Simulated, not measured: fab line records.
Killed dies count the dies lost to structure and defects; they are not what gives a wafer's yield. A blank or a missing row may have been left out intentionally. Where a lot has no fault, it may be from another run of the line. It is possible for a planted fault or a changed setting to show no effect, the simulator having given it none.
Chamber matching | flow n5Finfet | 3 sister chambers for N5_BEOL_M4_DEP_57 on pecvd-03
The step deposits SiCN from 3MS/NH3, target thk 8 nm, time 14 s. 22 wafers are shown with their chamber, then 11 later ones without.

EACH WAFER AND ITS CHAMBER
wafer  | chamber | showerheadPlenumPTorr (Torr) | showerheadVppV (V) | throttleValvePct (%)
L074.2 | 0       | 3.652                        | 829                | 8.8
L074.3 | 1       | 3.665                        | 839                | 9.1
L074.6 | 2       | 3.664                        | 829                | 9.1
L079.1 | 1       | 3.657                        | 843                | 8.8
L079.2 | 2       | 3.665                        | 845                | 9.0
L079.4 | 2       | 3.666                        | 843                | 8.8
L080.1 | 2       | 3.660                        | 839                | 9.0
L080.3 | 1       | 3.667                        | 841                | 9.0
L080.4 | 2       | 3.668                        | 846                | 9.0
L084.3 | 0       | 3.650                        | 826                | 9.1
L084.4 | 1       | 3.652                        | 833                | 8.8
L084.5 | 2       | 3.666                        | 849                | 8.8
L088.2 | 0       | 3.641                        | 827                | 8.9
L088.3 | 2       | 3.666                        | 829                | 9.1
L088.5 | 0       | 3.652                        | 822                | 8.8
L089.1 | 2       | 3.659                        | 847                | 9.0
L089.2 | 1       | 3.670                        | 844                | 9.1
L089.4 | 0       | 3.650                        | 830                | 8.9
L090.3 | 0       | 3.654                        | 823                | 9.0
L090.4 | 2       | 3.666                        | 834                | 9.1
L090.6 | 1       | 3.659                        | 827                | 8.9
L091.1 | 2       | 3.665                        | 850                | 9.0

SIGNATURES, as means of the wafers listed above
reading               | chamber 0 | chamber 1 | chamber 2 | scatter within a chamber
showerheadPlenumPTorr | 3.64983   | 3.66167   | 3.66450   | 0.00464
showerheadVppV        | 826.17    | 837.83    | 841.10    | 6.63
throttleValvePct      | 8.917     | 8.950     | 8.990     | 0.12
Rule: a wafer's distance from a chamber is the root of the sum, over the readings, of the square of ((its reading less the chamber's mean) divided by the reading's scatter). The wafer belongs to the nearest chamber; if the next one is less than 2 further off, it can't be placed. The scatter: the root of (the sum of the squares of (reading less its chamber's mean) over the shown wafers, divided by (wafers less chambers)).

WAFERS WITHOUT THEIR CHAMBER
wafer  | showerheadPlenumPTorr (Torr) | showerheadVppV (V) | throttleValvePct (%)
L091.3 | 3.649                        | 823                | 8.8
L091.4 | 3.662                        | 853                | 9.1
L092.2 | 3.661                        | 853                | 8.9
L092.4 | 3.663                        | 855                | 9.2
L092.6 | 3.656                        | 818                | 9.0
L096.2 | 3.651                        | 826                | 9.0
L096.3 | 3.664                        | 858                | 8.9
L096.4 | 3.662                        | 836                | 9.0
L094.1 | 3.653                        | 854                | 8.8
L094.4 | 3.661                        | 839                | 8.8
L094.6 | 3.653                        | 831                | 8.8

CHAMBER TAKEN BY EACH
wafer  | from the rows above          | in truth
L091.3 | 0                            | 0
L091.4 | can't be placed: 2 or 1      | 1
L092.2 | can't be placed: 2 or 1      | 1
L092.4 | can't be placed: 2 or 1      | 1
L092.6 | can't be placed: 0 or 1 or 2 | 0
L096.2 | 0                            | 0
L096.3 | can't be placed: 2 or 1      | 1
L096.4 | can't be placed: 1 or 2      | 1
L094.1 | can't be placed: 1 or 2 or 0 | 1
L094.4 | can't be placed: 1 or 2 or 0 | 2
L094.6 | can't be placed: 0 or 1 or 2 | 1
Correct placement for 2 of the 11. These rows do not allow placing 9 (true chamber among the candidates in 9). Number placed wrongly: 0.
